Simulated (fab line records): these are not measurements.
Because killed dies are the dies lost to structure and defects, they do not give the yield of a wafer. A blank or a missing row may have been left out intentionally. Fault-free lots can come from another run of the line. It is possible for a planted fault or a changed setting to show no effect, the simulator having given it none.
fab line records / flow n5_finfet / part 2 of 2: steps 20 to 26 of 26
record lots=5 wafers=15 last_day=19
route steps=1938 shown FIN_SAQP@107
lots with no fault: from the same line, run without faults
start_h: the number of hours between the record's first day and the start of the first shown wafer of the lot / wait_h: hours since the lot's step before / " same as the row above / L1.1+2: a single row standing in for several wafers / - no value, or no start was given / * or withheld: withheld / < > ~ a bound
route shown NAME@n: NAME is a module with steps in the file, n the number in the route of the first one / usual: mean/standard deviation taken from wafers without a fault / same: alike in all rows / chamber/n: place in a boat / sites: the reading at each site / _std_site: how widely they spread, as a standard deviation / _edge_site: mean of outer sites minus mean of inner sites / radius_mm: how far each site lies from the wafer's centre / mask NAME#n: copy n / behind: the last tool/chamber to shape the wafer / hold: what put the lot on hold/how long, in hours/how the hold closed / device: the transistor (n, p or np) that didn't switch / end of line: the route-end tests of the same wafers / for a step that has no rows: nothing shown but its recipe / killed: not the wafer's yield, but the dies lost to structure and defects at the first sort / map: the dies of a wafer, with x for killed, . for not killed, _ for no die there
set.NAME: the setting that was run; set.NAME@STEP: the one run at that earlier step / model.NAME: the simulator's own value behind a step, which no gauge read
lots at some steps of the route; a table a step, a row a wafer
services: a tool's chamber out of use, with start hour (start_h, from the record's first day; less than 0 if before it), hours out, and reason
## steps
# step N5_FIN_SAQP_SPACER1_ETCHBACK_25
# recipe chemistry=CHF3/O2 mode=anisotropic_etchback target=SiO2 target_depth_a=244 time_s=12.2 pressure_mtorr=30 source_w=650 bias_w=170 Ar_flow_sccm=200 CHF3_flow_sccm=50 O2_flow_sccm=5 ion_energy_ev=200
# usual O2_flow_sccm=5.001/0.016 drypump_motor_current_A=5.8/0.49 oes_product_au=0.77/0.084 rf_vpp_V=526/5.6 showerhead_plenum_p_Torr=2.44/0.049 throttle_valve_pct=19.00/0.14
lot.wafer=L076.3 tool=rie_diel-04 chamber=1 start_h=36.99 wait_h=0.4 O2_flow_sccm=4.996 drypump_motor_current_A=6.3 oes_product_au=0.71 rf_hours_counter_h=210 rf_vpp_V=528 showerhead_plenum_p_Torr=2.39 throttle_valve_pct=19.06
lot.wafer=L076.5 tool=rie_diel-04 chamber=3 start_h=36.99 wait_h=0.4 O2_flow_sccm=5.009 drypump_motor_current_A=5.5 oes_product_au=0.68 rf_hours_counter_h=- rf_vpp_V=527 showerhead_plenum_p_Torr=2.48 throttle_valve_pct=19.08
lot.wafer=L076.6 tool=rie_diel-04 chamber=2 start_h=36.99 wait_h=0.4 O2_flow_sccm=5.001 drypump_motor_current_A=5.5 oes_product_au=0.74 rf_hours_counter_h=- rf_vpp_V=523 showerhead_plenum_p_Torr=2.43 throttle_valve_pct=19.14
lot.wafer=L086.1 tool=rie_diel-04 chamber=3 start_h=96.46 wait_h=0.4 O2_flow_sccm=5.018 drypump_motor_current_A=5.5 oes_product_au=0.67 rf_hours_counter_h=249 rf_vpp_V=528 showerhead_plenum_p_Torr=2.47 throttle_valve_pct=19.13
lot.wafer=L086.5 tool=rie_diel-04 chamber=0 start_h=96.46 wait_h=0.4 O2_flow_sccm=5.004 drypump_motor_current_A=6.2 oes_product_au=0.69 rf_hours_counter_h=- rf_vpp_V=531 showerhead_plenum_p_Torr=2.48 throttle_valve_pct=19.01
lot.wafer=L086.6 tool=rie_diel-04 chamber=1 start_h=96.46 wait_h=0.4 O2_flow_sccm=4.999 drypump_motor_current_A=6.2 oes_product_au=0.68 rf_hours_counter_h=- rf_vpp_V=527 showerhead_plenum_p_Torr=2.38 throttle_valve_pct=19.07
lot.wafer=L090.1 tool=rie_diel-01 chamber=2 start_h=121.31 wait_h=0.7 O2_flow_sccm=5.005 drypump_motor_current_A=5.0 oes_product_au=0.71 rf_hours_counter_h=223 rf_vpp_V=537 showerhead_plenum_p_Torr=2.48 throttle_valve_pct=18.86
lot.wafer=L090.4 tool=rie_diel-01 chamber=3 start_h=121.31 wait_h=0.7 O2_flow_sccm=4.982 drypump_motor_current_A=5.2 oes_product_au=0.79 rf_hours_counter_h=105 rf_vpp_V=516 showerhead_plenum_p_Torr=2.42 throttle_valve_pct=19.14
lot.wafer=L090.5 tool=rie_diel-01 chamber=2 start_h=121.31 wait_h=0.7 O2_flow_sccm=5.019 drypump_motor_current_A=5.0 oes_product_au=0.71 rf_hours_counter_h=- rf_vpp_V=535 showerhead_plenum_p_Torr=2.48 throttle_valve_pct=18.87
lot.wafer=L092.3 tool=rie_diel-01 chamber=3 start_h=131.66 wait_h=0.4 O2_flow_sccm=5.016 drypump_motor_current_A=5.2 oes_product_au=0.78 rf_hours_counter_h=108 rf_vpp_V=517 showerhead_plenum_p_Torr=2.42 throttle_valve_pct=19.14
lot.wafer=L092.4 tool=rie_diel-01 chamber=2 start_h=131.66 wait_h=0.4 O2_flow_sccm=5.011 drypump_motor_current_A=5.0 oes_product_au=0.70 rf_hours_counter_h=226 rf_vpp_V=537 showerhead_plenum_p_Torr=2.48 throttle_valve_pct=18.86
lot.wafer=L092.5 tool=rie_diel-01 chamber=0 start_h=131.66 wait_h=0.4 O2_flow_sccm=5.010 drypump_motor_current_A=6.5 oes_product_au=0.90 rf_hours_counter_h=- rf_vpp_V=528 showerhead_plenum_p_Torr=2.37 throttle_valve_pct=18.83
lot.wafer=L095.1 tool=rie_diel-04 chamber=1 start_h=151.10 wait_h=0.4 O2_flow_sccm=5.026 drypump_motor_current_A=6.3 oes_product_au=0.68 rf_hours_counter_h=248 rf_vpp_V=525 showerhead_plenum_p_Torr=2.37 throttle_valve_pct=19.11
lot.wafer=L095.2 tool=rie_diel-04 chamber=0 start_h=151.10 wait_h=0.4 O2_flow_sccm=4.990 drypump_motor_current_A=6.2 oes_product_au=0.67 rf_hours_counter_h=247 rf_vpp_V=531 showerhead_plenum_p_Torr=2.47 throttle_valve_pct=19.04
lot.wafer=L095.3 tool=rie_diel-04 chamber=2 start_h=151.10 wait_h=0.4 O2_flow_sccm=5.011 drypump_motor_current_A=5.6 oes_product_au=0.71 rf_hours_counter_h=172 rf_vpp_V=521 showerhead_plenum_p_Torr=2.41 throttle_valve_pct=19.20
# step N5_FIN_SAQP_MANDREL1_REMOVE_56
# recipe chemistry=HBr/Cl2/O2 bt_time_s=10 target=a-Si stop_on=SiNx endpoint=OES-SiCl over_etch_frac=1 icp_w=600 bias_w=22 HBr_flow_sccm=150 Cl2_flow_sccm=80 O2_flow_sccm=5 pressure_mtorr=10
# usual O2_flow_sccm=5.001/0.016 drypump_motor_current_A=6.0/0.32 oes_product_au=1.009/0.013 throttle_valve_pct=36.66/0.24
lot.wafer=L076.3 tool=rie_si-04 chamber=3 start_h=37.08 wait_h=0.1 O2_flow_sccm=5.023 drypump_motor_current_A=5.8 oes_product_au=0.997 rf_hours_counter_h=23 throttle_valve_pct=36.76
lot.wafer=L076.5 tool=rie_si-04 chamber=1 start_h=37.08 wait_h=0.1 O2_flow_sccm=4.994 drypump_motor_current_A=6.3 oes_product_au=1.002 rf_hours_counter_h=- throttle_valve_pct=36.41
lot.wafer=L076.6 tool=rie_si-04 chamber=0 start_h=37.08 wait_h=0.1 O2_flow_sccm=5.001 drypump_motor_current_A=5.8 oes_product_au=0.986 rf_hours_counter_h=- throttle_valve_pct=36.63
lot.wafer=L086.1 tool=rie_si-04 chamber=1 start_h=96.55 wait_h=0.1 O2_flow_sccm=5.004 drypump_motor_current_A=6.3 oes_product_au=1.002 rf_hours_counter_h=96 throttle_valve_pct=36.40
lot.wafer=L086.5 tool=rie_si-04 chamber=1 start_h=96.55 wait_h=0.1 O2_flow_sccm=5.011 drypump_motor_current_A=6.3 oes_product_au=1.000 rf_hours_counter_h=- throttle_valve_pct=36.40
lot.wafer=L086.6 tool=rie_si-04 chamber=2 start_h=96.55 wait_h=0.1 O2_flow_sccm=5.017 drypump_motor_current_A=6.1 oes_product_au=1.024 rf_hours_counter_h=- throttle_valve_pct=36.67
lot.wafer=L090.1 tool=rie_si-05 chamber=3 start_h=121.40 wait_h=0.1 O2_flow_sccm=5.010 drypump_motor_current_A=5.6 oes_product_au=1.017 rf_hours_counter_h=106 throttle_valve_pct=36.28
lot.wafer=L090.4 tool=rie_si-05 chamber=2 start_h=121.40 wait_h=0.1 O2_flow_sccm=5.005 drypump_motor_current_A=6.5 oes_product_au=1.020 rf_hours_counter_h=12 throttle_valve_pct=36.86
lot.wafer=L090.5 tool=rie_si-05 chamber=2 start_h=121.40 wait_h=0.1 O2_flow_sccm=5.008 drypump_motor_current_A=6.5 oes_product_au=1.017 rf_hours_counter_h=- throttle_valve_pct=36.86
lot.wafer=L092.3 tool=rie_si-05 chamber=1 start_h=131.75 wait_h=0.1 O2_flow_sccm=5.009 drypump_motor_current_A=5.5 oes_product_au=1.025 rf_hours_counter_h=61 throttle_valve_pct=36.29
lot.wafer=L092.4 tool=rie_si-05 chamber=2 start_h=131.75 wait_h=0.1 O2_flow_sccm=5.007 drypump_motor_current_A=6.5 oes_product_au=1.011 rf_hours_counter_h=12 throttle_valve_pct=36.88
lot.wafer=L092.5 tool=rie_si-05 chamber=0 start_h=131.75 wait_h=0.1 O2_flow_sccm=4.998 drypump_motor_current_A=6.6 oes_product_au=1.026 rf_hours_counter_h=- throttle_valve_pct=36.60
lot.wafer=L095.1 tool=rie_si-02 chamber=2 start_h=151.19 wait_h=0.1 O2_flow_sccm=4.988 drypump_motor_current_A=5.9 oes_product_au=0.997 rf_hours_counter_h=7 throttle_valve_pct=36.86
lot.wafer=L095.2 tool=rie_si-02 chamber=0 start_h=151.19 wait_h=0.1 O2_flow_sccm=5.016 drypump_motor_current_A=5.9 oes_product_au=1.012 rf_hours_counter_h=89 throttle_valve_pct=36.86
lot.wafer=L095.3 tool=rie_si-02 chamber=3 start_h=151.19 wait_h=0.1 O2_flow_sccm=4.978 drypump_motor_current_A=5.8 oes_product_au=1.009 rf_hours_counter_h=6 throttle_valve_pct=37.02
# step N5_FIN_SAQP_CD_MEAS_27
# recipe target_cd_nm=20 landing_energy_ev=1000 detector=se_inlens polarity=line
# usual cd_nm=20.36/0.23
lot.wafer=L076.3 tool=cd_sem-03 chamber=0 start_h=37.19 wait_h=0.1 cd_nm=20.80
lot.wafer=L076.5 tool=cd_sem-03 chamber=0 start_h=37.19 wait_h=0.1 cd_nm=19.83
lot.wafer=L076.6 tool=cd_sem-03 chamber=0 start_h=37.19 wait_h=0.1 cd_nm=20.39
lot.wafer=L086.1 tool=cd_sem-01 chamber=0 start_h=96.66 wait_h=0.1 cd_nm=20.47
lot.wafer=L086.5 tool=cd_sem-01 chamber=0 start_h=96.66 wait_h=0.1 cd_nm=20.19
lot.wafer=L086.6 tool=cd_sem-01 chamber=0 start_h=96.66 wait_h=0.1 cd_nm=20.73
lot.wafer=L090.1 tool=cd_sem-03 chamber=0 start_h=121.51 wait_h=0.1 cd_nm=20.49
lot.wafer=L090.4 tool=cd_sem-03 chamber=0 start_h=121.51 wait_h=0.1 cd_nm=20.43
lot.wafer=L090.5 tool=cd_sem-03 chamber=0 start_h=121.51 wait_h=0.1 cd_nm=20.62
lot.wafer=L092.3 tool=cd_sem-03 chamber=0 start_h=131.86 wait_h=0.1 cd_nm=20.15
lot.wafer=L092.4 tool=cd_sem-03 chamber=0 start_h=131.86 wait_h=0.1 cd_nm=20.37
lot.wafer=L092.5 tool=cd_sem-03 chamber=0 start_h=131.86 wait_h=0.1 cd_nm=20.70
lot.wafer=L095.1 tool=cd_sem-01 chamber=0 start_h=151.30 wait_h=0.1 cd_nm=20.08
lot.wafer=L095.2 tool=cd_sem-01 chamber=0 start_h=151.30 wait_h=0.1 cd_nm=20.24
lot.wafer=L095.3 tool=cd_sem-01 chamber=0 start_h=151.30 wait_h=0.1 cd_nm=20.30
# step N5_FIN_SAQP_ETCH_57
# recipe chemistry=CH3F/O2 target=SiNx mask_material=SiO2 target_depth_a=325 time_s=46.4 pressure_mtorr=30 source_w=395 bias_w=73 Ar_flow_sccm=150 CH3F_flow_sccm=30 O2_flow_sccm=20 ion_energy_ev=120 ends=cleared
# usual O2_flow_sccm=20.01/0.062 drypump_motor_current_A=5.8/0.49 etch_rf_on_time_s=46.3/0.81 oes_product_au=0.67/0.065 rf_vpp_V=298/3.2 showerhead_plenum_p_Torr=2.03/0.051 throttle_valve_pct=16.43/0.14
lot.wafer=L076.3 tool=rie_diel-05 chamber=2 start_h=37.35 wait_h=0.2 O2_flow_sccm=19.99 drypump_motor_current_A=6.1 etch_rf_on_time_s=46.6 oes_product_au=0.65 rf_hours_counter_h=153 rf_vpp_V=298 showerhead_plenum_p_Torr=2.08 throttle_valve_pct=16.57
lot.wafer=L076.5 tool=rie_diel-05 chamber=1 start_h=37.35 wait_h=0.2 O2_flow_sccm=19.85 drypump_motor_current_A=6.6 etch_rf_on_time_s=45.3 oes_product_au=0.71 rf_hours_counter_h=- rf_vpp_V=296 showerhead_plenum_p_Torr=2.02 throttle_valve_pct=16.13
lot.wafer=L076.6 tool=rie_diel-05 chamber=2 start_h=37.35 wait_h=0.2 O2_flow_sccm=20.03 drypump_motor_current_A=6.1 etch_rf_on_time_s=46.0 oes_product_au=0.66 rf_hours_counter_h=- rf_vpp_V=298 showerhead_plenum_p_Torr=2.08 throttle_valve_pct=16.58
lot.wafer=L086.1 tool=rie_diel-04 chamber=3 start_h=96.71 wait_h=0.0 O2_flow_sccm=19.97 drypump_motor_current_A=5.5 etch_rf_on_time_s=47.0 oes_product_au=0.56 rf_hours_counter_h=249 rf_vpp_V=298 showerhead_plenum_p_Torr=2.06 throttle_valve_pct=16.59
lot.wafer=L086.5 tool=rie_diel-04 chamber=0 start_h=96.71 wait_h=0.0 O2_flow_sccm=19.96 drypump_motor_current_A=6.2 etch_rf_on_time_s=47.7 oes_product_au=0.59 rf_hours_counter_h=- rf_vpp_V=300 showerhead_plenum_p_Torr=2.06 throttle_valve_pct=16.48
lot.wafer=L086.6 tool=rie_diel-04 chamber=3 start_h=96.71 wait_h=0.0 O2_flow_sccm=20.00 drypump_motor_current_A=5.5 etch_rf_on_time_s=47.3 oes_product_au=0.57 rf_hours_counter_h=- rf_vpp_V=300 showerhead_plenum_p_Torr=2.06 throttle_valve_pct=16.62
lot.wafer=L090.1 tool=rie_diel-01 chamber=0 start_h=121.56 wait_h=0.0 O2_flow_sccm=19.98 drypump_motor_current_A=6.5 etch_rf_on_time_s=45.0 oes_product_au=0.76 rf_hours_counter_h=32 rf_vpp_V=300 showerhead_plenum_p_Torr=1.97 throttle_valve_pct=16.20
lot.wafer=L090.4 tool=rie_diel-01 chamber=1 start_h=121.56 wait_h=0.0 O2_flow_sccm=19.93 drypump_motor_current_A=5.7 etch_rf_on_time_s=46.0 oes_product_au=0.66 rf_hours_counter_h=148 rf_vpp_V=296 showerhead_plenum_p_Torr=2.00 throttle_valve_pct=16.48
lot.wafer=L090.5 tool=rie_diel-01 chamber=2 start_h=121.56 wait_h=0.0 O2_flow_sccm=19.98 drypump_motor_current_A=5.0 etch_rf_on_time_s=46.1 oes_product_au=0.60 rf_hours_counter_h=- rf_vpp_V=303 showerhead_plenum_p_Torr=2.06 throttle_valve_pct=16.35
lot.wafer=L092.3 tool=rie_diel-01 chamber=0 start_h=132.41 wait_h=0.5 O2_flow_sccm=19.94 drypump_motor_current_A=6.5 etch_rf_on_time_s=45.8 oes_product_au=0.76 rf_hours_counter_h=35 rf_vpp_V=300 showerhead_plenum_p_Torr=1.96 throttle_valve_pct=16.23
lot.wafer=L092.4 tool=rie_diel-01 chamber=1 start_h=132.41 wait_h=0.5 O2_flow_sccm=19.91 drypump_motor_current_A=5.6 etch_rf_on_time_s=45.9 oes_product_au=0.67 rf_hours_counter_h=151 rf_vpp_V=295 showerhead_plenum_p_Torr=2.00 throttle_valve_pct=16.47
lot.wafer=L092.5 tool=rie_diel-01 chamber=3 start_h=132.41 wait_h=0.5 O2_flow_sccm=19.98 drypump_motor_current_A=5.2 etch_rf_on_time_s=46.1 oes_product_au=0.67 rf_hours_counter_h=- rf_vpp_V=292 showerhead_plenum_p_Torr=2.01 throttle_valve_pct=16.57
lot.wafer=L095.1 tool=rie_diel-01 chamber=0 start_h=151.44 wait_h=0.1 O2_flow_sccm=20.07 drypump_motor_current_A=6.5 etch_rf_on_time_s=46.0 oes_product_au=0.76 rf_hours_counter_h=44 rf_vpp_V=298 showerhead_plenum_p_Torr=1.96 throttle_valve_pct=16.23
lot.wafer=L095.2 tool=rie_diel-01 chamber=2 start_h=151.44 wait_h=0.1 O2_flow_sccm=20.08 drypump_motor_current_A=5.0 etch_rf_on_time_s=46.2 oes_product_au=0.60 rf_hours_counter_h=235 rf_vpp_V=304 showerhead_plenum_p_Torr=2.06 throttle_valve_pct=16.36
lot.wafer=L095.3 tool=rie_diel-01 chamber=3 start_h=151.44 wait_h=0.1 O2_flow_sccm=20.06 drypump_motor_current_A=5.2 etch_rf_on_time_s=46.1 oes_product_au=0.67 rf_hours_counter_h=117 rf_vpp_V=293 showerhead_plenum_p_Torr=2.01 throttle_valve_pct=16.60
# step N5_FIN_SAQP_ETCH_65
# recipe chemistry=CF4 target=SiO2 target_depth_a=40 ion_energy_ev=350 time_s=4.4 pressure_mtorr=10 icp_w=800 bias_w=400 cf4_flow_sccm=80
# usual drypump_motor_current_A=5.99/0.28 oes_product_au=1.006/0.014 throttle_valve_pct=21.72/0.21
lot.wafer=L076.3 tool=rie_si-02 chamber=1 start_h=37.46 wait_h=0.1 drypump_motor_current_A=5.94 oes_product_au=0.990 rf_hours_counter_h=4 throttle_valve_pct=21.60
lot.wafer=L076.5 tool=rie_si-02 chamber=1 start_h=37.46 wait_h=0.1 drypump_motor_current_A=5.93 oes_product_au=0.981 rf_hours_counter_h=- throttle_valve_pct=21.61
lot.wafer=L076.6 tool=rie_si-02 chamber=0 start_h=37.46 wait_h=0.1 drypump_motor_current_A=5.92 oes_product_au=1.022 rf_hours_counter_h=- throttle_valve_pct=22.07
lot.wafer=L086.1 tool=rie_si-02 chamber=1 start_h=96.82 wait_h=0.1 drypump_motor_current_A=5.91 oes_product_au=0.985 rf_hours_counter_h=5 throttle_valve_pct=21.59
lot.wafer=L086.5 tool=rie_si-02 chamber=0 start_h=96.82 wait_h=0.1 drypump_motor_current_A=5.92 oes_product_au=1.027 rf_hours_counter_h=- throttle_valve_pct=22.08
lot.wafer=L086.6 tool=rie_si-02 chamber=3 start_h=96.82 wait_h=0.1 drypump_motor_current_A=5.78 oes_product_au=1.001 rf_hours_counter_h=- throttle_valve_pct=22.18
lot.wafer=L090.1 tool=rie_si-04 chamber=2 start_h=121.66 wait_h=0.1 drypump_motor_current_A=6.08 oes_product_au=1.012 rf_hours_counter_h=110 throttle_valve_pct=21.70
lot.wafer=L090.4 tool=rie_si-04 chamber=3 start_h=121.66 wait_h=0.1 drypump_motor_current_A=5.88 oes_product_au=0.998 rf_hours_counter_h=24 throttle_valve_pct=21.70
lot.wafer=L090.5 tool=rie_si-04 chamber=2 start_h=121.66 wait_h=0.1 drypump_motor_current_A=6.08 oes_product_au=1.004 rf_hours_counter_h=- throttle_valve_pct=21.71
lot.wafer=L092.3 tool=rie_si-02 chamber=2 start_h=132.52 wait_h=0.1 drypump_motor_current_A=5.94 oes_product_au=1.002 rf_hours_counter_h=7 throttle_valve_pct=21.79
lot.wafer=L092.4 tool=rie_si-02 chamber=0 start_h=132.52 wait_h=0.1 drypump_motor_current_A=5.91 oes_product_au=1.022 rf_hours_counter_h=89 throttle_valve_pct=22.07
lot.wafer=L092.5 tool=rie_si-02 chamber=3 start_h=132.52 wait_h=0.1 drypump_motor_current_A=5.77 oes_product_au=0.996 rf_hours_counter_h=- throttle_valve_pct=22.17
lot.wafer=L095.1 tool=rie_si-04 chamber=1 start_h=151.55 wait_h=0.1 drypump_motor_current_A=6.32 oes_product_au=1.010 rf_hours_counter_h=97 throttle_valve_pct=21.40
lot.wafer=L095.2 tool=rie_si-04 chamber=2 start_h=151.55 wait_h=0.1 drypump_motor_current_A=6.12 oes_product_au=1.007 rf_hours_counter_h=110 throttle_valve_pct=21.71
lot.wafer=L095.3 tool=rie_si-04 chamber=0 start_h=151.55 wait_h=0.1 drypump_motor_current_A=5.87 oes_product_au=0.994 rf_hours_counter_h=8 throttle_valve_pct=21.78
# step N5_FIN_SAQP_MANDREL_ETCH_58
# recipe chemistry=HBr/Cl2 target=a-Si target_depth_a=450 bt_time_s=10 stop_on=SiNx mask_material=SiO2 over_etch_frac=0.8 time_s=27 pressure_mtorr=10 icp_w=800 bias_w=75 HBr_flow_sccm=150 Cl2_flow_sccm=80 ends=end_point
# usual drypump_motor_current_A=5.99/0.28 oes_product_au=0.698/0.012 throttle_valve_pct=35.52/0.21
lot.wafer=L076.3 tool=rie_si-02 chamber=1 start_h=37.49 wait_h=0.0 drypump_motor_current_A=5.91 oes_product_au=0.677 rf_hours_counter_h=4 throttle_valve_pct=35.34
lot.wafer=L076.5 tool=rie_si-02 chamber=1 start_h=37.49 wait_h=0.0 drypump_motor_current_A=5.91 oes_product_au=0.690 rf_hours_counter_h=- throttle_valve_pct=35.33
lot.wafer=L076.6 tool=rie_si-02 chamber=0 start_h=37.49 wait_h=0.0 drypump_motor_current_A=5.92 oes_product_au=0.706 rf_hours_counter_h=- throttle_valve_pct=35.73
lot.wafer=L086.1 tool=rie_si-02 chamber=1 start_h=96.85 wait_h=0.0 drypump_motor_current_A=5.94 oes_product_au=0.677 rf_hours_counter_h=5 throttle_valve_pct=35.36
lot.wafer=L086.5 tool=rie_si-02 chamber=0 start_h=96.85 wait_h=0.0 drypump_motor_current_A=5.93 oes_product_au=0.700 rf_hours_counter_h=- throttle_valve_pct=35.73
lot.wafer=L086.6 tool=rie_si-02 chamber=3 start_h=96.85 wait_h=0.0 drypump_motor_current_A=5.77 oes_product_au=0.701 rf_hours_counter_h=- throttle_valve_pct=35.89
lot.wafer=L090.1 tool=rie_si-04 chamber=2 start_h=121.70 wait_h=0.0 drypump_motor_current_A=6.07 oes_product_au=0.705 rf_hours_counter_h=110 throttle_valve_pct=35.54
lot.wafer=L090.4 tool=rie_si-04 chamber=3 start_h=121.70 wait_h=0.0 drypump_motor_current_A=5.86 oes_product_au=0.700 rf_hours_counter_h=24 throttle_valve_pct=35.61
lot.wafer=L090.5 tool=rie_si-04 chamber=2 start_h=121.70 wait_h=0.0 drypump_motor_current_A=6.10 oes_product_au=0.719 rf_hours_counter_h=- throttle_valve_pct=35.54
lot.wafer=L092.3 tool=rie_si-02 chamber=2 start_h=132.55 wait_h=0.0 drypump_motor_current_A=5.93 oes_product_au=0.689 rf_hours_counter_h=7 throttle_valve_pct=35.72
lot.wafer=L092.4 tool=rie_si-02 chamber=0 start_h=132.55 wait_h=0.0 drypump_motor_current_A=5.92 oes_product_au=0.709 rf_hours_counter_h=89 throttle_valve_pct=35.72
lot.wafer=L092.5 tool=rie_si-02 chamber=3 start_h=132.55 wait_h=0.0 drypump_motor_current_A=5.78 oes_product_au=0.705 rf_hours_counter_h=- throttle_valve_pct=35.88
lot.wafer=L095.1 tool=rie_si-04 chamber=1 start_h=151.58 wait_h=0.0 drypump_motor_current_A=6.33 oes_product_au=0.704 rf_hours_counter_h=97 throttle_valve_pct=35.24
lot.wafer=L095.2 tool=rie_si-04 chamber=2 start_h=151.58 wait_h=0.0 drypump_motor_current_A=6.12 oes_product_au=0.709 rf_hours_counter_h=110 throttle_valve_pct=35.54
lot.wafer=L095.3 tool=rie_si-04 chamber=0 start_h=151.58 wait_h=0.0 drypump_motor_current_A=5.84 oes_product_au=0.696 rf_hours_counter_h=8 throttle_valve_pct=35.49
# step N5_FIN_SAQP_RECESS_63
# recipe chemistry=HF/NH3 target=SiO2 target_depth_a=180 afs_cycles=3 temp_c=30 sublimation_temp_c=180 sublimation_time_s=60
# usual drypump_motor_current_A=5.4/0.56 foreline_p_Torr=0.1281/0.00047
lot.wafer=L076.3 tool=vapor_etch-01 chamber=1 start_h=37.69 wait_h=0.2 drypump_motor_current_A=5.3 foreline_p_Torr=0.1285
lot.wafer=L076.5 tool=vapor_etch-01 chamber=0 start_h=37.69 wait_h=0.2 drypump_motor_current_A=6.5 foreline_p_Torr=0.1282
lot.wafer=L076.6 tool=vapor_etch-01 chamber=1 start_h=37.69 wait_h=0.2 drypump_motor_current_A=5.3 foreline_p_Torr=0.1278
lot.wafer=L086.1 tool=vapor_etch-02 chamber=1 start_h=96.93 wait_h=0.1 drypump_motor_current_A=5.4 foreline_p_Torr=0.1276
lot.wafer=L086.5 tool=vapor_etch-02 chamber=1 start_h=96.93 wait_h=0.1 drypump_motor_current_A=5.4 foreline_p_Torr=0.1280
lot.wafer=L086.6 tool=vapor_etch-02 chamber=0 start_h=96.93 wait_h=0.1 drypump_motor_current_A=4.9 foreline_p_Torr=0.1284
lot.wafer=L090.1 tool=vapor_etch-02 chamber=1 start_h=121.78 wait_h=0.1 drypump_motor_current_A=5.4 foreline_p_Torr=0.1279
lot.wafer=L090.4 tool=vapor_etch-02 chamber=1 start_h=121.78 wait_h=0.1 drypump_motor_current_A=5.4 foreline_p_Torr=0.1284
lot.wafer=L090.5 tool=vapor_etch-02 chamber=0 start_h=121.78 wait_h=0.1 drypump_motor_current_A=4.9 foreline_p_Torr=0.1286
lot.wafer=L092.3 tool=vapor_etch-01 chamber=1 start_h=132.75 wait_h=0.2 drypump_motor_current_A=5.3 foreline_p_Torr=0.1285
lot.wafer=L092.4 tool=vapor_etch-01 chamber=0 start_h=132.75 wait_h=0.2 drypump_motor_current_A=6.5 foreline_p_Torr=0.1273
lot.wafer=L092.5 tool=vapor_etch-01 chamber=0 start_h=132.75 wait_h=0.2 drypump_motor_current_A=6.5 foreline_p_Torr=0.1278
lot.wafer=L095.1 tool=vapor_etch-02 chamber=0 start_h=151.66 wait_h=0.1 drypump_motor_current_A=4.9 foreline_p_Torr=0.1287
lot.wafer=L095.2 tool=vapor_etch-02 chamber=1 start_h=151.66 wait_h=0.1 drypump_motor_current_A=5.4 foreline_p_Torr=0.1271
lot.wafer=L095.3 tool=vapor_etch-02 chamber=1 start_h=151.66 wait_h=0.1 drypump_motor_current_A=5.4 foreline_p_Torr=0.1269
## services
tool=ald_sin-03 chamber=3 start_h=11.08 hours=12.8 kind=repair
tool=ald_sin-03 chamber=- start_h=11.53 hours=2.0 kind=repair
tool=ald_sin-03 chamber=- start_h=29.30 hours=6.0 kind=pm
tool=rie_diel-01 chamber=- start_h=31.91 hours=2.8 kind=pm
tool=arfi_scanner-03 chamber=- start_h=43.54 hours=2.5 kind=repair
tool=arfi_scanner-02 chamber=- start_h=47.63 hours=1.0 kind=repair
tool=vapor_etch-02 chamber=- start_h=49.94 hours=14.6 kind=pm
tool=arfi_scanner-03 chamber=- start_h=53.71 hours=1.3 kind=pm
tool=rie_si-02 chamber=3 start_h=57.00 hours=9.9 kind=repair
tool=rie_diel-04 chamber=1 start_h=61.26 hours=8.9 kind=repair
tool=ald_sin-02 chamber=- start_h=68.15 hours=0.8 kind=repair
tool=arfi_scanner-02 chamber=- start_h=83.24 hours=4.8 kind=pm
tool=ald_sin-02 chamber=- start_h=85.54 hours=14.0 kind=pm
tool=arfi_scanner-02 chamber=- start_h=88.04 hours=1.0 kind=pm
tool=arfi_scanner-03 chamber=- start_h=88.74 hours=0.6 kind=repair
tool=arfi_scanner-02 chamber=- start_h=89.78 hours=1.1 kind=repair
tool=arfi_scanner-02 chamber=- start_h=91.91 hours=1.3 kind=pm
tool=arfi_scanner-02 chamber=- start_h=104.45 hours=1.0 kind=pm
tool=vapor_etch-01 chamber=- start_h=111.37 hours=14.6 kind=pm
tool=rie_diel-04 chamber=- start_h=119.54 hours=2.3 kind=repair
tool=ald_sin-02 chamber=1 start_h=121.26 hours=3.1 kind=repair
tool=arfi_scanner-03 chamber=- start_h=124.27 hours=3.9 kind=pm
tool=rie_diel-05 chamber=- start_h=132.88 hours=14.6 kind=pm
tool=rie_si-02 chamber=- start_h=142.08 hours=2.8 kind=pm
